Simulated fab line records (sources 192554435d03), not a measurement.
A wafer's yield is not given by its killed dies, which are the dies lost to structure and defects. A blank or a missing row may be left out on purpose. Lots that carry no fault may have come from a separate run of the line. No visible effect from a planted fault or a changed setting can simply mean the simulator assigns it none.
fab line records | flow n5-finfet
record lots=7 | wafers=39
route steps=1938 shown FIN_CUT@173 STI_FIN_REVEAL@190 DUMMY_GATE@237
start-h: hours from the record's first day to the start of the lot's first wafer shown | wait-h: hours since the lot's step before | " the same as in the row above | L1.1+2: several wafers, shown together as one row | - either no value or no given start | * or withheld: withheld | < > ~ a bound
route shown NAME@n: names a module that has steps shown in the file, with the first one's number in the route | usual: average and standard deviation across the fault-free wafers | same: alike in all rows | chamber/n: place in a boat | sites: per-site readings | _std_site: the standard deviation of these | _edge_site: the outer-site mean with the inner-site mean subtracted | radius-mm: for every site, how far away it sits from the centre of the wafer | mask NAME#n: copy n | behind: tool/chamber where the wafer was last shaped | hold: the reason the lot was held/the length of the hold in hours/how it ended | device: which transistor (n, p or np) failed to switch | end of line: the route-end tests of the same wafers | a step with no rows: only its recipe | killed: count of dies lost to structure and defects at first sort (not the wafer's yield) | map: a wafer's dies, marking killed ones x, the rest . and places with no die _
set.NAME: the setting the step ran with; set.NAME@STEP: the setting that earlier step ran with | model.NAME: the simulator's own value behind a step, which no gauge read
lots with deliberately changed settings; one table per step, one row per wafer
## steps
# step N5_FIN_CUT_CUT_ETCH_26
# recipe chemistry=CH3F/O2 | target=SiNx | target-depth-a=390 | mask-material=SOC | time-s=55.7 | pressure-mtorr=30 | source-w=395 | bias-w=73 | Ar_flow_sccm=150 | CH3F_flow_sccm=30 | O2_flow_sccm=20 | ion-energy-ev=120
# usual rf-vpp-V=300/6.6
lot.wafer | tool        | chamber | start-h | wait-h | set.source-w | rf-vpp-V
L074.1    | rie-diel-05 | 3       | 28.49   | 0.0    | 395          | 299
L074.2    | "           | 2       | "       | "      | 395          | 290
L074.3    | "           | 1       | "       | "      | 395          | 290
L074.4    | "           | 0       | "       | "      | 395          | 303
L074.5    | "           | 3       | "       | "      | 395          | 297
L074.6    | "           | 0       | "       | "      | 395          | 305
L077.1    | rie-diel-03 | 3       | 47.44   | 0.0    | 395          | 293
L077.2    | "           | 0       | "       | "      | 395          | 307
L077.3    | "           | 2       | "       | "      | 319.4        | 326
L077.4    | "           | 1       | "       | "      | 319.4        | 339
L077.5    | "           | 1       | "       | "      | 395          | 306
L077.6    | "           | 2       | "       | "      | 319.4        | 326
L078.1    | rie-diel-05 | 3       | 52.93   | 0.0    | 395          | 298
L078.3    | "           | 0       | "       | "      | 395          | 304
L078.6    | "           | 0       | "       | "      | 395          | 304
L081.1    | rie-diel-02 | 0       | 70.87   | 0.0    | 417.8        | 301
L081.2    | "           | 2       | "       | "      | 417.8        | 291
L081.3    | "           | 1       | "       | "      | 417.8        | 293
L081.4    | "           | 3       | "       | "      | 395          | 306
L081.5    | "           | 3       | "       | "      | 395          | 305
L081.6    | "           | 0       | "       | "      | 395          | 309
L083.1    | rie-diel-02 | 1       | 82.37   | 0.0    | 395          | 300
L083.2    | "           | 2       | "       | "      | 448.1        | 282
L083.3    | "           | 3       | "       | "      | 448.1        | 289
L083.4    | "           | 0       | "       | "      | 395          | 308
L083.5    | "           | 0       | "       | "      | 395          | 308
L083.6    | "           | 3       | "       | "      | 448.1        | 287
L084.1    | rie-diel-03 | 0       | 87.20   | 0.0    | 395          | 306
L084.2    | "           | 1       | "       | "      | 395          | 306
L084.3    | "           | 3       | "       | "      | 321          | 324
L084.4    | "           | 2       | "       | "      | 321          | 324
L084.5    | "           | 2       | "       | "      | 395          | 296
L084.6    | "           | 1       | "       | "      | 321          | 338
L091.1    | rie-diel-03 | 3       | 129.44  | 0.0    | 354.1        | 311
L091.2    | "           | 0       | "       | "      | 395          | 305
L091.3    | "           | 2       | "       | "      | 354.1        | 312
L091.4    | "           | 1       | "       | "      | 354.1        | 324
L091.5    | "           | 2       | "       | "      | 395          | 295
L091.6    | "           | 1       | "       | "      | 395          | 308
# step N5_STI_FIN_REVEAL_ETCHBACK_08
# recipe chemistry=C4F6/O2 | target=SiO2 | target-depth-a=305 | time-s=10.167 | ion-energy-ev=250 | pressure-mtorr=30 | source-w=345 | bias-w=185 | Ar_flow_sccm=300 | C4F6_flow_sccm=10 | O2_flow_sccm=10
lot.wafer        | tool        | chamber     | start-h | wait-h | set.target-depth-a
L074.1+3+4       | rie-diel-01 | 3,1,0       | 34.65   | 0.2    | 282.8
L074.2+5+6       | "           | 0,1,3       | "       | "      | 305
L077.1+2+4       | rie-diel-01 | 1,3,0       | 54.19   | 0.2    | 263.8
L077.3+5+6       | "           | 2,3,2       | "       | "      | 305
L078.1+3+6       | rie-diel-01 | 3,1,3       | 60.08   | 0.3    | 305
L081.1+3+6       | rie-diel-04 | 3,1,0       | 77.00   | 0.2    | 279.4
L081.2+4+5       | "           | 2,0,3       | "       | "      | 305
L083.1+2+3+4+5+6 | rie-diel-01 | 3,1,2,0,2,1 | 89.13   | 0.2    | 305
L084.1+2+3       | rie-diel-04 | 1,3,0       | 94.86   | 0.2    | 305
L084.4+5+6       | "           | 2,1,2       | "       | "      | 277.9
L091.1+2+3+4+5+6 | rie-diel-01 | 2,0,1,3,2,3 | 136.13  | 0.3    | 305
# step N5_STI_FIN_REVEAL_STRIP_24
# recipe chemistry=N2/H2 | time-s=90 | power-w=100 | temp-c=40 | pressure-mtorr=100 | rf-frequency-hz=6e+07 | bias-power-w=3 | n2-flow-sccm=300 | h2-flow-sccm=300
# step N5_STI_FIN_REVEAL_PRECLEAN_25
# recipe chemistry=SPM | time-s=90 | temp-c=120 | mix=4:1
# step N5_STI_FIN_REVEAL_SRD_23
# recipe dry=ipa-marangoni | time-s=30 | temp-c=23 | rinse-liquid=diw
# step N5_STI_FIN_REVEAL_FIN_H_MEAS_10
# usual trench-depth-nm=52.1/0.85
lot.wafer | tool   | chamber | start-h | wait-h | set.target-depth-a@STI_FIN_REVEAL_ETCHBACK_08 | trench-depth-nm
L074.1    | ocd-01 | -       | 37.61   | 0.0    | 282.8                                         | 50.8
L074.2    | "      | -       | "       | "      | 305                                           | 52.4
L074.3    | "      | -       | "       | "      | 282.8                                         | 50.7
L074.4    | "      | -       | "       | "      | 282.8                                         | 50.3
L074.5    | "      | -       | "       | "      | 305                                           | 52.3
L074.6    | "      | -       | "       | "      | 305                                           | 52.8
L077.1    | ocd-02 | -       | 57.14   | 0.0    | 263.8                                         | 47.9
L077.2    | "      | -       | "       | "      | 263.8                                         | 48.2
L077.3    | "      | -       | "       | "      | 305                                           | 51.5
L077.4    | "      | -       | "       | "      | 263.8                                         | 47.6
L077.5    | "      | -       | "       | "      | 305                                           | 52.1
L077.6    | "      | -       | "       | "      | 305                                           | 51.0
L078.1    | ocd-02 | -       | 63.04   | 0.0    | 305                                           | 53.0
L078.3    | "      | -       | "       | "      | 305                                           | 51.8
L078.6    | "      | -       | "       | "      | 305                                           | 52.4
L081.1    | ocd-02 | -       | 80.01   | 0.0    | 279.4                                         | 49.0
L081.2    | "      | -       | "       | "      | 305                                           | 52.8
L081.3    | "      | -       | "       | "      | 279.4                                         | 49.1
L081.4    | "      | -       | "       | "      | 305                                           | 53.3
L081.5    | "      | -       | "       | "      | 305                                           | 52.0
L081.6    | "      | -       | "       | "      | 279.4                                         | 51.4
L083.1    | ocd-01 | -       | 92.09   | 0.0    | 305                                           | 51.0
L083.2    | "      | -       | "       | "      | 305                                           | 51.2
L083.3    | "      | -       | "       | "      | 305                                           | 50.1
L083.4    | "      | -       | "       | "      | 305                                           | 51.9
L083.5    | "      | -       | "       | "      | 305                                           | 50.1
L083.6    | "      | -       | "       | "      | 305                                           | 50.5
L084.1    | ocd-02 | -       | 97.91   | 0.0    | 305                                           | 52.7
L084.2    | "      | -       | "       | "      | 305                                           | 52.4
L084.3    | "      | -       | "       | "      | 305                                           | 54.1
L084.4    | "      | -       | "       | "      | 277.9                                         | 50.5
L084.5    | "      | -       | "       | "      | 277.9                                         | 50.2
L084.6    | "      | -       | "       | "      | 277.9                                         | 50.3
L091.1    | ocd-01 | -       | 139.08  | 0.0    | 305                                           | 51.1
L091.2    | "      | -       | "       | "      | 305                                           | 53.0
L091.3    | "      | -       | "       | "      | 305                                           | 51.8
L091.4    | "      | -       | "       | "      | 305                                           | 52.4
L091.5    | "      | -       | "       | "      | 305                                           | 51.1
L091.6    | "      | -       | "       | "      | 305                                           | 52.5
# step N5_DUMMY_GATE_ETCH_37
# recipe chemistry=N2/H2 | target=SOC | target-depth-a=600 | overetch-a=300 | temp-c=40 | ion-energy-ev=200 | pressure-mtorr=30 | source-w=840 | bias-w=150 | n2-flow-sccm=200 | h2-flow-sccm=200
# usual rf-vpp-V=523.9/1.9
lot.wafer | tool        | chamber | start-h | wait-h | set.source-w | rf-vpp-V
L074.1    | rie-diel-03 | 3       | 48.68   | 0.0    | 840          | 527.1
L074.2    | "           | 0       | "       | "      | 956.8        | 499.7
L074.3    | "           | 1       | "       | "      | 840          | 526.7
L074.4    | "           | 2       | "       | "      | 956.8        | 505.8
L074.5    | "           | 3       | "       | "      | 840          | 524.4
L074.6    | "           | 0       | "       | "      | 956.8        | 500.5
L077.1    | rie-diel-02 | 0       | 66.13   | 0.0    | 840          | 522.6
L077.2    | "           | 2       | "       | "      | 705.3        | 555.1
L077.3    | "           | 1       | "       | "      | 705.3        | 553.1
L077.4    | "           | 3       | "       | "      | 840          | 524.7
L077.5    | "           | 3       | "       | "      | 705.3        | 554.3
L077.6    | "           | 2       | "       | "      | 840          | 524.1
L078.1    | rie-diel-03 | 0       | 71.90   | 0.0    | 840          | 522.4
L078.3    | "           | 2       | "       | "      | 840          | 525.9
L078.6    | "           | 3       | "       | "      | 840          | 524.7
L081.1    | rie-diel-02 | 1       | 89.13   | 0.0    | 840          | 522.4
L081.2    | "           | 2       | "       | "      | 840          | 523.2
L081.3    | "           | 3       | "       | "      | 840          | 525.5
L081.4    | "           | 0       | "       | "      | 840          | 523.5
L081.5    | "           | 3       | "       | "      | 840          | 522.8
L081.6    | "           | 0       | "       | "      | 840          | 523.0
L083.1    | rie-diel-02 | 1       | 102.60  | 0.0    | 903.4        | 508.1
L083.2    | "           | 0       | "       | "      | 903.4        | 509.5
L083.3    | "           | 3       | "       | "      | 903.4        | 511.0
L083.4    | "           | 2       | "       | "      | 840          | 525.2
L083.5    | "           | 3       | "       | "      | 840          | 522.6
L083.6    | "           | 0       | "       | "      | 840          | 522.6
L084.1    | rie-diel-02 | 1       | 109.14  | 0.0    | 840          | 523.2
L084.2    | "           | 2       | "       | "      | 988.4        | 496.3
L084.3    | "           | 3       | "       | "      | 840          | 523.8
L084.4    | "           | 0       | "       | "      | 988.4        | 493.6
L084.5    | "           | 2       | "       | "      | 988.4        | 495.5
L084.6    | "           | 3       | "       | "      | 840          | 524.6
L091.1    | rie-diel-03 | 2       | 148.40  | 0.0    | 754.7        | 545.0
L091.2    | "           | 3       | "       | "      | 840          | 523.6
L091.3    | "           | 1       | "       | "      | 754.7        | 546.1
L091.4    | "           | 0       | "       | "      | 840          | 522.8
L091.5    | "           | 0       | "       | "      | 754.7        | 542.1
L091.6    | "           | 3       | "       | "      | 840          | 524.7
## key
split step=N5_FIN_CUT_CUT_ETCH_26 | setting=source-w | stated=395 | by=wafer
response step=N5_FIN_CUT_CUT_ETCH_26 | reading=rf-vpp-V | change=-1.43 | per=1% | r=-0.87
split step=N5_STI_FIN_REVEAL_ETCHBACK_08 | setting=target-depth-a | stated=305 | by=wafer
response step=N5_STI_FIN_REVEAL_FIN_H_MEAS_10 | reading=trench-depth-nm | change=+0.29 | per=1% | r=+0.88
split step=N5_DUMMY_GATE_ETCH_37 | setting=source-w | stated=840 | by=wafer
response step=N5_DUMMY_GATE_ETCH_37 | reading=rf-vpp-V | change=-1.78 | per=1% | r=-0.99
